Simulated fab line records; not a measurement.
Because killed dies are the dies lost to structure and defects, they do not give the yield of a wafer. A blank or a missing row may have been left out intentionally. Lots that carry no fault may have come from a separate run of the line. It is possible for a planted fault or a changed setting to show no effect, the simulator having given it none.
Problem report, 8D (eight disciplines) form, completed by code    flow nand harc    the parts of the form that need people (team, actions taken, sign-off) are left out

== 1. WHAT WENT WRONG ==
At NHARC_P_GATE_CD_MEAS_26, cd nm averages 125.8 nm over 6 wafers from 2 lots, while fault-free wafers read 119.9 nm, standard deviation 0.56. Measured from the usual mean, that is +11 standard deviations.
The step: target cd 120 nm.
The first sign was on wafer L608.3 at day 9 22:56, on cd sem-03. At this step, 36 wafers from 12 lots have a number in the record. Rule for "out" (also "out of limits"): further than 4 standard deviations from the usual mean. Any other wafer with a number is counted as sound.

== 2. WHAT IT IS, AND WHAT IT ISN'T ==
question                     is                      is not
which readings at this step  cd nm                   -
which lots                   L608, L610              L599, L600, L602, L605, L606, L609, L611, L614, L618, L619
which wafers of those lots   all that have a number  -
read on which gauges         cd sem-02, cd sem-03    cd sem-01
when                         from day 9 22:56        up to then (15 sound wafers); but 15 sound wafers of L609, L611, L614, L618, L619 came after

== 3. THE SUSPECTS, EACH WITH WHAT RULES IT OUT ==
Counting: a tool at any process step up to the reading remains a suspect when it ran all the lots that are out and ran no sound lot after the first of those.
- ruled out: the gauge at NHARC_P_GATE_CD_MEAS_26. 2 gauges (cd sem-02, cd sem-03) read the wafers that are out.
- arfi scanner-02 at NHARC_P_GATE_EXPOSE_23 (exposes mask P GATE, target cd 120 nm): kept. It processed each lot that is out, first L608 at day 9 22:48, and no sound lot thereafter; up to then, the last sound lot it processed was L606 at day 9 01:55. Out on those wafers are its own readings of exposure dose mJ cm2.
Left after counting: arfi scanner-02 at NHARC_P_GATE_EXPOSE_23.

== 4. THE CAUSE (what the simulator had put in) ==
Process parameters drifting: arfi scanner-02 at NHARC_P_GATE_EXPOSE_23, beginning at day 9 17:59. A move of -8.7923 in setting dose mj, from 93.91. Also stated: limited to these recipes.
This tool alone remained once counting was done.

== 5. SEQUENCE OF EFFECTS, ordered by route ==
Rows list readings where the struck wafers' mean (over those with a number) sits beyond 3 standard deviations from the usual. Readings are gone through only where the record gives a usual standard deviation; hours: the median, over the lots, of the time from a lot's start at the first step in this table giving one to that lot's start at this step; sigmas: the change measured in usual standard deviations.
hours  step                     reading               usual     on struck wafers  change  sigmas
0      NHARC_P_GATE_EXPOSE_23   exposure dose mJ cm2  93.90     85.18             -8.72   -87
0      NHARC_P_GATE_CD_MEAS_26  cd nm                 119.9 nm  125.8             +5.9    +11
Process steps it contains:
- NHARC_P_GATE_EXPOSE_23: exposes mask P GATE, target cd 120 nm.
Later steps that measure or inspect, where all struck wafers having a row at the step show a number for every such reading and not one has moved that far: NHARC_END_SORT_01.

== 6. HOW IT WOULD HAVE BEEN CAUGHT EARLIER ==
The first out-of-limits reading at a measuring or inspecting step in this record came at day 9 22:56, 5 hours after the fault's start at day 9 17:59.
At NHARC_P_GATE_EXPOSE_23, the tool's own readings (exposure dose mJ cm2) were out on each struck wafer the step has a row for, so an alarm limit on them would have fired on the first such wafer.
L610, from the lots that are out (2), started NHARC_P_GATE_EXPOSE_23 on arfi scanner-02 later than day 9 22:56. A tool hold placed at that time would have kept it from harm.
